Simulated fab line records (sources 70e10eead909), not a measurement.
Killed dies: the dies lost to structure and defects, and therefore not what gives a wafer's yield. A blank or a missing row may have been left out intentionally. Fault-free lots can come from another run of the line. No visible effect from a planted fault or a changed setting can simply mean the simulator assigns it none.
Matching of chambers ; flow nand_harc ; NHARC_P_M2_DEP_33 on pecvd-03 has 3 sister chambers
The step deposits SiCN, target thk 30 nm. 16 wafers are shown with their chamber, then 8 later ones without.

WAFERS WITH THEIR CHAMBER
wafer;chamber;heater_power_w (W)
L081.1;0;561
L081.5;1;555
L081.6;0;572
L083.2;1;567
L083.3;2;587
L083.4;0;505
L084.1;1;538
L084.2;2;601
L084.6;0;561
L086.2;0;563
L086.4;2;644
L086.6;1;531
L093.1;2;577
L093.3;1;534
L093.5;0;494
L093.2;0;481

SIGNATURES, as means of the wafers listed above
reading;chamber 0;chamber 1;chamber 2;scatter within a chamber
heater_power_w;533.86;545.00;602.25;31.1
Rule: a wafer lies at a distance from a chamber equal to the root of the sum of squares, over the readings, of (its reading less the chamber's mean, divided by the reading's scatter). If the next closest chamber is less than 2 further off than the closest, the wafer can't be placed; otherwise it belongs to the closest. The scatter: the root of (the sum of the squares of (reading less its chamber's mean) over the shown wafers, divided by (wafers less chambers)).

WAFERS WITHOUT THEIR CHAMBER
wafer;heater_power_w (W)
L093.4;534
L093.6;587
L095.1;509
L095.4;486
L095.6;498
L096.1;666
L096.5;549
L096.6;487

CHAMBER TAKEN BY EACH
wafer;from the rows above;in truth
L093.4;can't be placed: 0 or 1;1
L093.6;can't be placed: 2 or 1 or 0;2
L095.1;can't be placed: 0 or 1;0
L095.4;can't be placed: 0 or 1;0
L095.6;can't be placed: 0 or 1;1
L096.1;can't be placed: 2 or 1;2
L096.5;can't be placed: 1 or 0 or 2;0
L096.6;can't be placed: 0 or 1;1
Placed correctly: 0 of 8. Can't be placed from these rows: 8 (the true chamber is among the candidates in 8). 0 placed wrongly.
